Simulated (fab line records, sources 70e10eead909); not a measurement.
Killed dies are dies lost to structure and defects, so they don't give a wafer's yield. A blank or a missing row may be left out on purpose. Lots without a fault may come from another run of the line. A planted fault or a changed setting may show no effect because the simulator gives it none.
Problem report in the 8D (eight disciplines) form, filled by code | flow nand_harc | the parts of the form that need people (team, actions taken, sign-off) are left out

1. THE PROBLEM
thk_nm at NHARC_A_ONON_D1_THK_MEAS_08 reads a mean of 1559 nm on 6 wafers of 2 lots; wafers without a fault read 998 nm with a standard deviation of 10. That is +56 standard deviations from the usual mean.
The step: measures by ellipsometry.
First seen on wafer L219.1, day 11 14:59, on film_metro-01. The record holds 42 wafers of 14 lots with a number at this step. Rule for "out", or "out of limits": more than 4 standard deviations from the usual mean. The other wafers with a number count as sound.

2. WHAT IT IS AND WHAT IT IS NOT
question                    | is                           | is not
which readings at this step | thk_nm                       | -
which lots                  | L219, L221                   | L204, L205, L206, L207, L209, L210, L212, L215, L222, L223, L225, L227
which wafers of those lots  | all that have a number       | -
read on which gauges        | film_metro-01, film_metro-02 | -
when                        | from day 11 14:59            | up to then (24 sound wafers); but 12 sound wafers of L222, L223, L225, L227 came after

3. SUSPECTS, AND WHAT RULES EACH OUT
Counting: a tool at a process step up to the reading stays a suspect if it ran every lot that is out and no sound lot after the first of them.
- the gauge at NHARC_A_ONON_D1_THK_MEAS_08: ruled out. The wafers that are out were read on 2 gauges (film_metro-01, film_metro-02).
- pecvd_onon-01 at NHARC_A_ONON_D1_DEP_06 (target thk 1000 nm): kept. It ran every lot that is out, first L219 (day 11 14:29), and no sound lot after that; its last sound lot up to then is L215 (day 10 06:19).
Left after counting: pecvd_onon-01 at NHARC_A_ONON_D1_DEP_06.

4. THE CAUSE (what the simulator had put in)
Process parameter drift: pecvd_onon-01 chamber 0, from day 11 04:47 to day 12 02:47, at NHARC_A_ONON_D1_DEP_06. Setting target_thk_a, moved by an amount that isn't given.
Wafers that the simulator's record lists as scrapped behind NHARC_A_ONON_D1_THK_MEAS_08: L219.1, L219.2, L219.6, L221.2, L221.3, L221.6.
Counting left only this tool.

5. THE CHAIN OF EFFECTS, in route order
Each row: a reading whose mean over the struck wafers that have a number lies more than 3 standard deviations from the usual. Only readings for which the record gives a usual standard deviation are gone through. hours: the time from each lot's start at the first step in this table that gives one to its start at this step, as a median over the lots. sigmas: the change in usual standard deviations.
hours | step                        | reading | usual  | on struck wafers | change | sigmas
0     | NHARC_A_ONON_D1_THK_MEAS_08 | thk_nm  | 998 nm | 1559             | +561   | +56

6. WHAT WOULD HAVE CAUGHT IT SOONER
In this record the first reading out of limits at a measuring or inspecting step was taken at day 11 14:59, 10 hours after the fault began at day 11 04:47.
Of the tool readings at NHARC_A_ONON_D1_DEP_06 for which the record gives a usual standard deviation, none was out on any struck wafer, so an alarm limit of 4 standard deviations on them would not have fired.
Of the lots that are out (2), L221 began NHARC_A_ONON_D1_DEP_06 on pecvd_onon-01 after day 11 14:59. A hold on the tool at that time would have spared it.
